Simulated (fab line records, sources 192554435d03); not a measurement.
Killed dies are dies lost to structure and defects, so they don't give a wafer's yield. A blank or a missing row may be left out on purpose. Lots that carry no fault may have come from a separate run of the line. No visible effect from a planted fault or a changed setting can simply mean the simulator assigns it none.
Which tool is to blame? -- flow n5Finfet -- 10 lots with 27 wafers sampled at 5 steps, on a route of 1938 steps

WHAT EACH GAUGE READ, for each wafer
No reading from a measuring or inspecting step in the record can be judged against a usual standard deviation.

WHICH TOOL RAN EACH LOT (tool, then ch and the chambers of the sampled wafers, then the start)
lot,N5_BEOL_M11_ANNEAL_51,N5_BEOL_M12_ETCH_59,N5_BEOL_M12_STRIP_63,N5_BEOL_M12_COAT_66,N5_BEOL_M12_ETCH_67
L318,"rtpAnneal-01 ch 0, day 10 06:11","rieDiel-01 ch 0,3, day 10 07:39","plasmaAsher-01 ch 0,1, day 10 07:54","lithoTrack-02 ch 0, day 10 08:09","rieDiel-02 ch 1,2,3, day 10 08:51"
L321,"rtpAnneal-01 ch 0, day 11 21:47","rieDiel-02 ch 0,1,2, day 11 23:15","plasmaAsher-01 ch 0,1, day 11 23:30","lithoTrack-02 ch 0, day 11 23:45","rieDiel-01 ch 0,2,3, day 12 00:25"
L325,"rtpAnneal-01 ch 0, day 13 01:54","rieDiel-03 ch 2,3, day 13 03:22","plasmaAsher-01 ch 0, day 13 03:37","lithoTrack-02 ch 0, day 13 03:52","rieDiel-03 ch 1,2, day 13 04:37"
L327,"rtpAnneal-02 ch 0, day 13 12:41","rieDiel-03 ch 0,1,3, day 13 13:59","plasmaAsher-02 ch 0,1, day 13 14:14","lithoTrack-02 ch 0, day 13 14:29","rieDiel-01 ch 1,2,3, day 13 15:14"
L326,"rtpAnneal-02 ch 0, day 13 17:43","rieDiel-03 ch 2,3, day 13 19:13","plasmaAsher-02 ch 0,1, day 13 19:29","lithoTrack-03 ch 0, day 13 19:46","rieDiel-03 ch 0,1, day 13 20:14"
L328,"rtpAnneal-01 ch 0, day 13 17:58","rieDiel-01 ch 1,2,3, day 13 19:32","plasmaAsher-02 ch 0,1, day 13 19:48","lithoTrack-03 ch 0, day 13 20:05","rieDiel-01 ch 0,1,3, day 13 20:37"
L331,"rtpAnneal-01 ch 0, day 14 01:17","rieDiel-03 ch 1,2,3, day 14 03:00","plasmaAsher-02 ch 0,1, day 14 03:17","lithoTrack-05 ch 0, day 14 03:30","rieDiel-03 ch 1,2, day 14 03:55"
L330,"rtpAnneal-02 ch 0, day 14 05:08","rieDiel-01 ch 0,1,3, day 14 06:41","plasmaAsher-01 ch 0,1, day 14 06:56","lithoTrack-03 ch 0, day 14 07:13","rieDiel-01 ch 1,2,3, day 14 07:38"
L336,"rtpAnneal-01 ch 0, day 15 18:12","rieDiel-03 ch 1, day 15 19:47","plasmaAsher-02 ch 1, day 15 20:02","lithoTrack-05 ch 0, day 15 20:17","rieDiel-02 ch 0,1, day 15 20:42"
L338,"rtpAnneal-01 ch 0, day 16 19:02","rieDiel-03 ch 0,1, day 16 20:32","plasmaAsher-02 ch 0,1, day 16 20:47","lithoTrack-05 ch 0, day 16 21:02","rieDiel-02 ch 0,2, day 16 21:26"
- N5_BEOL_M11_ANNEAL_51: time 90 s.
- N5_BEOL_M12_ETCH_59: etches BARC in N2/H2, target depth 89 nm, overetch 26.7 nm, time 67.9 s.
- N5_BEOL_M12_STRIP_63: strips in N2/H2.
- N5_BEOL_M12_COAT_66: time 60 s, resist thk 110 nm.
- N5_BEOL_M12_ETCH_67: etches SiARC in CF4, target depth 143 nm, time 238.3 s.

WHAT THE TOOLS THEMSELVES READ (means of the sampled wafers that have a number; where no wafer has one, the mark that the record gives instead)
N5_BEOL_M11_ANNEAL_51. Usual: annealTempC 225.01 C, standard deviation 0.18; wafer_temp_C_max 226.6, standard deviation 0.57.
lot,tool,annealTempC (C),wafer_temp_C_max,flag
L318,rtpAnneal-01,224.92,227.3,
L321,rtpAnneal-01,224.72,226.8,
L325,rtpAnneal-01,225.00,226.8,
L327,rtpAnneal-02,225.01,225.8,
L326,rtpAnneal-02,224.87,225.8,
L328,rtpAnneal-01,225.16,226.8,
L331,rtpAnneal-01,224.76,226.7,
L330,rtpAnneal-02,225.19,225.8,
L336,rtpAnneal-01,224.99,227.1,
L338,rtpAnneal-01,225.00,227.3,

N5_BEOL_M12_ETCH_59. Usual: biasW 150.0 W, standard deviation 0.42; drypumpMotorCurrentA 5.56 A, standard deviation 0.24; oesProductAu 0.66 a.u., standard deviation 0.06; rfVppV 522.3 V, standard deviation 2.8; showerheadPlenumPTorr 2.48 Torr, standard deviation 0.1; throttleValvePct 17.93 %, standard deviation 0.25.
lot,tool,biasW (W),drypumpMotorCurrentA (A),oesProductAu (a.u.),rfVppV (V),showerheadPlenumPTorr (Torr),throttleValvePct (%),flag
L318,rieDiel-01,150.0,5.43,0.73,522.6,2.51,17.60,
L321,rieDiel-02,150.3,5.39,0.71,522.9,2.49,17.69,
L325,rieDiel-03,149.9,5.67,0.66,519.6,2.38,17.85,
L327,rieDiel-03,149.8,5.70,0.66,523.3,2.51,18.00,
L326,rieDiel-03,149.8,5.65,0.64,519.2,2.35,17.89,
L328,rieDiel-01,149.8,5.49,0.65,524.0,2.55,17.95,
L331,rieDiel-03,150.3,5.69,0.64,520.4,2.39,17.91,
L330,rieDiel-01,150.2,5.34,0.67,522.8,2.52,17.79,
L336,rieDiel-03,149.8,5.73,0.61,520.9,2.40,18.01,
L338,rieDiel-03,150.2,5.65,0.61,523.6,2.52,18.19,

N5_BEOL_M12_STRIP_63. Usual: drypumpMotorCurrentA 5.9 A, standard deviation 0.56; heaterPowerW 320 W, standard deviation 25; oesProductAu 0.693 a.u., standard deviation 0.0049; stripTimeToEndpointS 42.1 s, standard deviation 0.99.
lot,tool,drypumpMotorCurrentA (A),heaterPowerW (W),oesProductAu (a.u.),stripTimeToEndpointS (s),flag
L318,plasmaAsher-01,6.1,313,0.698,41.3,
L321,plasmaAsher-01,6.2,323,0.690,41.9,
L325,plasmaAsher-01,5.9,294,0.692,42.6,
L327,plasmaAsher-02,5.2,312,0.693,42.5,
L326,plasmaAsher-02,5.6,333,0.697,42.6,
L328,plasmaAsher-02,5.2,317,0.692,41.3,
L331,plasmaAsher-02,5.2,314,0.694,41.5,
L330,plasmaAsher-01,6.1,314,0.691,42.1,
L336,plasmaAsher-02,6.0,352,0.691,42.5,
L338,plasmaAsher-02,5.4,322,0.690,43.1,

N5_BEOL_M12_COAT_66. Usual: 1500.0 rpm for spinSpeedRpm, sd 0.96.
lot,tool,spinSpeedRpm (rpm),flag
L318,lithoTrack-02,1499.3,
L321,lithoTrack-02,1499.7,
L325,lithoTrack-02,1170.5,OFF
L327,lithoTrack-02,1169.9,OFF
L326,lithoTrack-03,1499.2,
L328,lithoTrack-03,1499.9,
L331,lithoTrack-05,1498.6,
L330,lithoTrack-03,1499.7,
L336,lithoTrack-05,1499.1,
L338,lithoTrack-05,1501.2,

N5_BEOL_M12_ETCH_67. Usual: biasW 36.01 W, standard deviation 0.12; cf4FlowSccm 100.0 sccm, standard deviation 0.3; drypumpMotorCurrentA 5.52 A, standard deviation 0.28; etchRfOnTimeS 234 s, standard deviation 5.6; oesProductAu 0.68 a.u., standard deviation 0.064; rfVppV 183.7 V, standard deviation 1.2; showerheadPlenumPTorr 2.11 Torr, standard deviation 0.072; throttleValvePct 15.65 %, standard deviation 0.25.
lot,tool,biasW (W),cf4FlowSccm (sccm),drypumpMotorCurrentA (A),etchRfOnTimeS (s),oesProductAu (a.u.),rfVppV (V),showerheadPlenumPTorr (Torr),throttleValvePct (%),flag
L318,rieDiel-02,35.98,99.7,5.38,239,0.74,184.6,2.12,15.54,
L321,rieDiel-01,36.03,100.1,5.60,230,0.70,184.2,2.12,15.49,
L325,rieDiel-03,-,100.4,5.63,268,0.62,182.6,2.00,15.85,OFF
L327,rieDiel-01,36.09,99.9,5.49,264,0.66,182.6,2.14,15.62,OFF
L326,rieDiel-03,36.05,100.1,5.61,236,0.64,183.8,2.17,15.95,
L328,rieDiel-01,35.98,99.8,5.33,232,0.68,184.7,2.12,15.45,
L331,rieDiel-03,36.05,100.4,5.68,240,0.61,182.5,2.01,15.85,
L330,rieDiel-01,36.06,100.0,5.50,232,0.66,184.4,2.14,15.63,
L336,rieDiel-02,36.11,99.9,5.17,233,0.78,184.2,2.20,15.36,
L338,rieDiel-02,36.02,100.3,5.62,235,0.74,184.8,2.22,15.38,

THE ANSWER, worked out from the rows above alone
Rule: a lot is off if the mean of its wafers that have a number lies more than 3 standard deviations from the usual mean. A lot without any number at a reading at which 4 lots or more have one is off too. Where the step has rows for the other lots, those lots are counted as sound. First the gauges in route order, then the tools' own readings, where a lot's mean is used as printed above. The first step at which some lot is off is used, and at that step the reading that is off furthest; a lot without a number counts as furthest.
Off, at N5_BEOL_M12_COAT_66 on spinSpeedRpm: L325, L327.
A tool fits if, at that step or a process step before it, it ran every lot that is off, and no sound lot after the first of them. One fits: N5_BEOL_M12_COAT_66 on lithoTrack-02. A fault onset in the window from L321 (day 11 23:45, its last sound lot) to L325 (day 13 03:52, its first lot off) fits.
On the lots that are off, the tool's own readings at N5_BEOL_M12_COAT_66 differ by more than 5 times the standard deviation of the sound lots' means, which bears it out; spinSpeedRpm reads 1170.2 rpm there versus 1499.6 rpm on the sound lots.

WHAT THE SIMULATOR PUT IN
Process parameters drifting: lithoTrack-02 at N5_BEOL_M12_COAT_66, beginning at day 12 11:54. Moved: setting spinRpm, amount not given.
Lots struck among those shown: L325, L327. Same finding as the rule above.
